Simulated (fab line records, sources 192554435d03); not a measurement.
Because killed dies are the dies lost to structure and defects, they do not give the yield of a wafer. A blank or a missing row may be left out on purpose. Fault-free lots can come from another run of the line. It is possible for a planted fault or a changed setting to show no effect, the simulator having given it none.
2 desks looking at one fault ; flow n5-finfet ; numbers are kept per desk, each desk with only its own; the story behind them comes last

THE TOOL OWNER'S DESK: cvd-co-02
The tool's own readings at N5_BEOL_M1_CVD_47 (deposits Co from CCTBA/H2, target thk 3 nm, time 223.8 s): means of the sampled wafers that have a number, for each lot that ran on this tool. The brackets show how far a lot's mean lies from the usual mean; more than 4 standard deviations puts the lot out of limits, marked OUT.
Columns: A = run-length-s at N5_BEOL_M1_CVD_47, usual 247.1 s
lot;first seen here;A
L614;day 6 12:03;246.6
L620;day 8 03:47;246.6
L623;day 9 01:11;268.4 (+47) OUT
L624;day 9 05:02;268.2 (+47) OUT
L625;day 9 05:10;279.5 (+72) OUT
This desk finds L623, L624, L625 out of limits, L623 being first, at day 9 01:11 (run-length-s at N5_BEOL_M1_CVD_47). L614, L620 stayed within limits.

AT THE METROLOGY DESK
What the gauges read for every lot (on any tool): the sampled wafers with a number, averaged. The brackets show how far a lot's mean lies from the usual mean; more than 4 standard deviations puts the lot out of limits, marked OUT. Only the readings that lie furthest out on some lot appear, 7 of the 11 it has.
Columns: A = trench-depth-nm at N5_BEOL_M1_OCD_MEAS_38, usual 55.0 nm; B = DIBL_N at N5_BEOL_M4_RC_MEAS_101, usual 35.9 mV/V; C = DIBL_P at N5_BEOL_M4_RC_MEAS_101, usual 35.9 mV/V; D = IOFF_P at N5_BEOL_M4_RC_MEAS_101, usual 0.205 nA/um; E = ION_P at N5_BEOL_M4_RC_MEAS_101, usual 463 uA/um; F = SS_P at N5_BEOL_M4_RC_MEAS_101, usual 73.1 mV/dec; G = VT_P at N5_BEOL_M4_RC_MEAS_101, usual -250.2 mV
lot;first seen here;A;B;C;D;E;F;G
L613;day 6 04:38;55.2;36.3;36.7;0.219;466;73.5;-249.4
L614;day 6 11:26;54.1;35.7;33.9;0.215;461;72.8;-248.9
L615;day 6 18:56;55.3;36.7;36.4;0.212;459;73.5;-248.4
L617;day 7 07:15;56.1;36.7;38.2;0.211;462;73.3;-251.7
L620;day 8 02:48;54.9;35.8;36.5;0.236;471;72.7;-246.4
L623;day 8 23:54;55.5;37.5;37.8;0.233;469;73.3;-249.4
L624;day 9 04:19;55.5;35.6;35.7;0.194;463;72.7;-251.5
L625;day 9 04:28;55.1;35.2;35.5;0.213;470;73.6;-250.0
L631;day 11 05:31;55.3;36.7;38.7;0.200;458;73.5;-252.2
L633;day 11 08:34;55.4;34.1;34.9;0.181;459;72.4;-251.7
L634;day 11 14:12;54.7;38.2;37.9;0.223;461;74.1;-248.9
Result from this desk: across the 11 lots, nothing is out of limits.

BROUGHT TOGETHER
The tool owner's desk had the chance to raise an alarm at day 9 01:11 on L623, L624, L625.
At the metrology desk, nothing out of limits was observed.
The metrology desk holds a record of L623, L624, L625, inside its limits.
On cvd-co-02, each named lot ran N5_BEOL_M1_CVD_47.

WHAT HAD BEEN PUT IN BY THE SIMULATOR
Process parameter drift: cvd-co-02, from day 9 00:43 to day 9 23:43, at N5_BEOL_M1_CVD_47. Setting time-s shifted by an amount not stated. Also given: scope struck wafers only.
Shown lots that were struck: L623, L624, L625.
Time in hours from fault onset to the first out-of-limits reading at each desk: the tool owner's desk, 0.
